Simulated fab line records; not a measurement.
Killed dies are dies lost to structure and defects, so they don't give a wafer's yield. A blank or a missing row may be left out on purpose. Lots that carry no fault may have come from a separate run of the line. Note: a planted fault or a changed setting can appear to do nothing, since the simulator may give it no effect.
Split-lot trial -- flow n5_finfet -- 7 lots, 39 wafers read, on a route of 1938 steps

== ON THE SPLIT ==
At N5_PMOS_HMC_CHANNEL_EPI_EPI_20 (deposits SiGe30, target thk 59 nm), the setting pressure_torr was moved away from the recipe's 20 Torr on 24 of the 39 wafers read, by -12.5% to -8.4%. This setting was run at the recipe's value on the other wafers.

The split's own step is where the reading is taken.

== THE READING ==
SiGe30_of_PMOS_HMC_CHANNEL_EPI_EPI_20.thk_nm (the simulator's own value, which no gauge read), in nm, at N5_PMOS_HMC_CHANNEL_EPI_EPI_20 (deposits SiGe30, target thk 59 nm). No usual value for it is given in the file. Average 58.85 nm, standard deviation 0.54 nm, over the 15 wafers here run with the recipe.

wafer,"tool, chamber at the split","pressure_torr as run, Torr",against the recipe,"SiGe30_of_PMOS_HMC_CHANNEL_EPI_EPI_20.thk_nm, nm",against lot-mates on the recipe
L074.1,"epi_rpcvd-01, 0",17.5,-12.5%,55.8,no lot-mate on the recipe
L074.2,"epi_rpcvd-01, 0",17.5,-12.5%,55.86,no lot-mate on the recipe
L074.3,"epi_rpcvd-01, 0",17.5,-12.5%,56.46,no lot-mate on the recipe
L074.4,"epi_rpcvd-01, 0",17.5,-12.5%,55.65,no lot-mate on the recipe
L074.5,"epi_rpcvd-01, 0",17.5,-12.5%,56.94,no lot-mate on the recipe
L074.6,"epi_rpcvd-01, 0",17.5,-12.5%,56.28,no lot-mate on the recipe
L075.2,"epi_rpcvd-04, 0",20,recipe,58.68,-
L075.3,"epi_rpcvd-04, 0",20,recipe,59.42,-
L075.6,"epi_rpcvd-04, 0",20,recipe,58.77,-
L078.1,"epi_rpcvd-04, 0",20,recipe,59.15,-
L078.2,"epi_rpcvd-04, 0",20,recipe,59.45,-
L078.3,"epi_rpcvd-04, 0",20,recipe,59.81,-
L078.4,"epi_rpcvd-04, 0",20,recipe,58.93,-
L078.5,"epi_rpcvd-04, 0",20,recipe,59.63,-
L078.6,"epi_rpcvd-04, 0",20,recipe,59.1,-
L082.1,"epi_rpcvd-01, 0",18.33,-8.4%,56.89,no lot-mate on the recipe
L082.2,"epi_rpcvd-01, 0",18.33,-8.4%,56.43,no lot-mate on the recipe
L082.3,"epi_rpcvd-01, 0",18.33,-8.4%,56.21,no lot-mate on the recipe
L082.4,"epi_rpcvd-01, 0",18.33,-8.4%,56.6,no lot-mate on the recipe
L082.5,"epi_rpcvd-01, 0",18.33,-8.4%,56.96,no lot-mate on the recipe
L082.6,"epi_rpcvd-01, 0",18.33,-8.4%,55.84,no lot-mate on the recipe
L083.1,"epi_rpcvd-03, 0",17.86,-10.7%,54.49,no lot-mate on the recipe
L083.2,"epi_rpcvd-03, 0",17.86,-10.7%,54.35,no lot-mate on the recipe
L083.3,"epi_rpcvd-03, 0",17.86,-10.7%,54.5,no lot-mate on the recipe
L083.4,"epi_rpcvd-03, 0",17.86,-10.7%,55.32,no lot-mate on the recipe
L083.5,"epi_rpcvd-03, 0",17.86,-10.7%,54.41,no lot-mate on the recipe
L083.6,"epi_rpcvd-03, 0",17.86,-10.7%,54.87,no lot-mate on the recipe
L096.1,"epi_rpcvd-03, 0",20,recipe,58.26,-
L096.2,"epi_rpcvd-03, 0",20,recipe,58.04,-
L096.3,"epi_rpcvd-03, 0",20,recipe,58.62,-
L096.4,"epi_rpcvd-03, 0",20,recipe,58.42,-
L096.5,"epi_rpcvd-03, 0",20,recipe,58.18,-
L096.6,"epi_rpcvd-03, 0",20,recipe,58.35,-
L097.1,"epi_rpcvd-04, 0",17.52,-12.4%,55.69,no lot-mate on the recipe
L097.2,"epi_rpcvd-04, 0",17.52,-12.4%,56.11,no lot-mate on the recipe
L097.6,"epi_rpcvd-04, 0",17.52,-12.4%,56.11,no lot-mate on the recipe
L097.3,"epi_rpcvd-04, 0",17.52,-12.4%,55.4,no lot-mate on the recipe
L097.4,"epi_rpcvd-04, 0",17.52,-12.4%,55.95,no lot-mate on the recipe
L097.5,"epi_rpcvd-04, 0",17.52,-12.4%,54.75,no lot-mate on the recipe

THE FIT
A straight line over all 39 wafers: SiGe30_of_PMOS_HMC_CHANNEL_EPI_EPI_20.thk_nm changes by +0.272 nm for each +1% of pressure_torr; r = +0.90; the points scatter about the line by 0.76 nm.
Too few moved wafers with a lot-mate on the recipe to fit a line net of each lot's own level.

== THE FILE'S OWN FIT ==
SiGe30_of_PMOS_HMC_CHANNEL_EPI_EPI_20.thk_nm changes by +0.272 nm for each +1% of pressure_torr, r = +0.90.
